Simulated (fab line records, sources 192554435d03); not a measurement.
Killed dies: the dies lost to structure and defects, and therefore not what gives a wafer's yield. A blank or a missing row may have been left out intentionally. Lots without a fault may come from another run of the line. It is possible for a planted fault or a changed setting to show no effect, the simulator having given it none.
Split-lot experiment :: flow n5-finfet :: 7 lots, 21 wafers read, on a route of 1938 steps

THE SPLIT
At N5_BEOL_M0_SAQP_ETCH_107 (etches SiNx in CH3F/O2, target depth 30 nm), the setting bias-w was moved away from the recipe's 73 W on 6 of the 21 wafers read, by -5.3% to +13.7%. All remaining wafers had this setting at the recipe value.

The reading comes from the split's own step.

THE READING
rf-vpp-V, in V, at N5_BEOL_M0_SAQP_ETCH_107 (etches SiNx in CH3F/O2, target depth 30 nm). A value of 298 V with a standard deviation of 3.2 V is what fault-free wafers of this fab line usually give.

wafer: L078.2
tool, chamber at the split: rie-diel-01, 3
bias-w as run, W: 73
against the recipe: recipe
rf-vpp-V, V: 297
against lot-mates on the recipe: -

wafer: L078.3
tool, chamber at the split: rie-diel-01, 0
bias-w as run, W: 73
against the recipe: recipe
rf-vpp-V, V: 301
against lot-mates on the recipe: -

wafer: L078.4
tool, chamber at the split: rie-diel-01, 2
bias-w as run, W: 73
against the recipe: recipe
rf-vpp-V, V: 301
against lot-mates on the recipe: -

wafer: L082.1
tool, chamber at the split: rie-diel-01, 0
bias-w as run, W: 73
against the recipe: recipe
rf-vpp-V, V: 300
against lot-mates on the recipe: -

wafer: L082.4
tool, chamber at the split: rie-diel-01, 2
bias-w as run, W: 73
against the recipe: recipe
rf-vpp-V, V: 302
against lot-mates on the recipe: -

wafer: L082.5
tool, chamber at the split: rie-diel-01, 1
bias-w as run, W: 73
against the recipe: recipe
rf-vpp-V, V: 298
against lot-mates on the recipe: -

wafer: L086.1
tool, chamber at the split: rie-diel-03, 1
bias-w as run, W: 73
against the recipe: recipe
rf-vpp-V, V: 296
against lot-mates on the recipe: -

wafer: L086.3
tool, chamber at the split: rie-diel-03, 3
bias-w as run, W: 69.65
against the recipe: -4.6%
rf-vpp-V, V: 286
against lot-mates on the recipe: -12

wafer: L086.4
tool, chamber at the split: rie-diel-03, 2
bias-w as run, W: 73
against the recipe: recipe
rf-vpp-V, V: 300
against lot-mates on the recipe: -

wafer: L085.3
tool, chamber at the split: rie-diel-06, 2
bias-w as run, W: 73
against the recipe: recipe
rf-vpp-V, V: 301
against lot-mates on the recipe: -

wafer: L085.5
tool, chamber at the split: rie-diel-06, 0
bias-w as run, W: 69.14
against the recipe: -5.3%
rf-vpp-V, V: 289
against lot-mates on the recipe: -10

wafer: L085.6
tool, chamber at the split: rie-diel-06, 3
bias-w as run, W: 73
against the recipe: recipe
rf-vpp-V, V: 298
against lot-mates on the recipe: -

wafer: L094.2
tool, chamber at the split: rie-diel-06, 1
bias-w as run, W: 73
against the recipe: recipe
rf-vpp-V, V: 296
against lot-mates on the recipe: -

wafer: L094.4
tool, chamber at the split: rie-diel-06, 0
bias-w as run, W: 73
against the recipe: recipe
rf-vpp-V, V: 301
against lot-mates on the recipe: -

wafer: L094.5
tool, chamber at the split: rie-diel-06, 0
bias-w as run, W: 73
against the recipe: recipe
rf-vpp-V, V: 300
against lot-mates on the recipe: -

wafer: L095.1
tool, chamber at the split: rie-diel-03, 0
bias-w as run, W: 82.97
against the recipe: +13.7%
rf-vpp-V, V: 322
against lot-mates on the recipe: +28

wafer: L095.3
tool, chamber at the split: rie-diel-03, 3
bias-w as run, W: 82.97
against the recipe: +13.7%
rf-vpp-V, V: 331
against lot-mates on the recipe: +37

wafer: L095.6
tool, chamber at the split: rie-diel-03, 1
bias-w as run, W: 73
against the recipe: recipe
rf-vpp-V, V: 294
against lot-mates on the recipe: -

wafer: L096.3
tool, chamber at the split: rie-diel-06, 2
bias-w as run, W: 69.57
against the recipe: -4.7%
rf-vpp-V, V: 290
against lot-mates on the recipe: -11

wafer: L096.5
tool, chamber at the split: rie-diel-06, 3
bias-w as run, W: 69.57
against the recipe: -4.7%
rf-vpp-V, V: 287
against lot-mates on the recipe: -14

wafer: L096.6
tool, chamber at the split: rie-diel-06, 0
bias-w as run, W: 73
against the recipe: recipe
rf-vpp-V, V: 301
against lot-mates on the recipe: -

THE FIT
A straight line over all 21 wafers: rf-vpp-V changes by +2.07 V for each +1% of bias-w; r = +0.97; the points scatter about the line by 2.7 V.
The same after taking each lot's own level away (the mean of its wafers on the recipe; 21 wafers): +2.39 V for each +1%; r = +0.98; scatter 2.3 V.
According to that fit, moving bias-w by its largest amount changes the reading by 33 V.
Across the lots, their own levels run from 294.0 to 301.0 V, a range of 2.2 times the standard deviation given above.
Thus the slope moves with the lot-to-lot level: the two fits are different.
Check: for one of the wafers moved furthest among these (+13.7%), held out of the fit, the line's prediction against its lot-mates is +36.1 V. It came out at +28 V against them.
Tool readings at the split's step, against how far the setting was moved: rf-vpp-V r = +0.97.

OTHER SPLITS APPLIED TO THESE WAFERS
Other splits were also applied to these wafers ahead of the reading. Each is held against what the fit with the lots' levels taken away leaves over:
other split on the same wafers: N5_HKMG_FIN_ETCH_58 source-w
wafers away from the commonest value: 3
r with rf-vpp-V (lot level and that fit taken away): -0.26

other split on the same wafers: N5_GATE_CUT_ETCH_58 bias-w
wafers away from the commonest value: 5
r with rf-vpp-V (lot level and that fit taken away): +0.15

other split on the same wafers: N5_GATE_CUT_ALD_22 ald-cycles
wafers away from the commonest value: 3
r with rf-vpp-V (lot level and that fit taken away): -0.28

other split on the same wafers: N5_MOL_CONTACT_COAG_ETCH_105 bias-w
wafers away from the commonest value: 6
r with rf-vpp-V (lot level and that fit taken away): +0.16

other split on the same wafers: N5_MOL_CONTACT_COAG_CONTACT_ETCH_14 source-w
wafers away from the commonest value: 5
r with rf-vpp-V (lot level and that fit taken away): +0.10

other split on the same wafers: N5_BEOL_M0_SAQP_PECVD_00 time-s
wafers away from the commonest value: 7
r with rf-vpp-V (lot level and that fit taken away): -0.38

other split on the same wafers: N5_BEOL_M0_SAQP_ILD_DEP_01 time-s
wafers away from the commonest value: 2
r with rf-vpp-V (lot level and that fit taken away): +0.17

other split on the same wafers: N5_BEOL_M0_SAQP_SPACER1_ALD_98 ald-cycles
wafers away from the commonest value: 10
r with rf-vpp-V (lot level and that fit taken away): +0.09

THE FILE'S OWN FIT
rf-vpp-V changes by +2.4 V for each +1% of bias-w, r = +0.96.
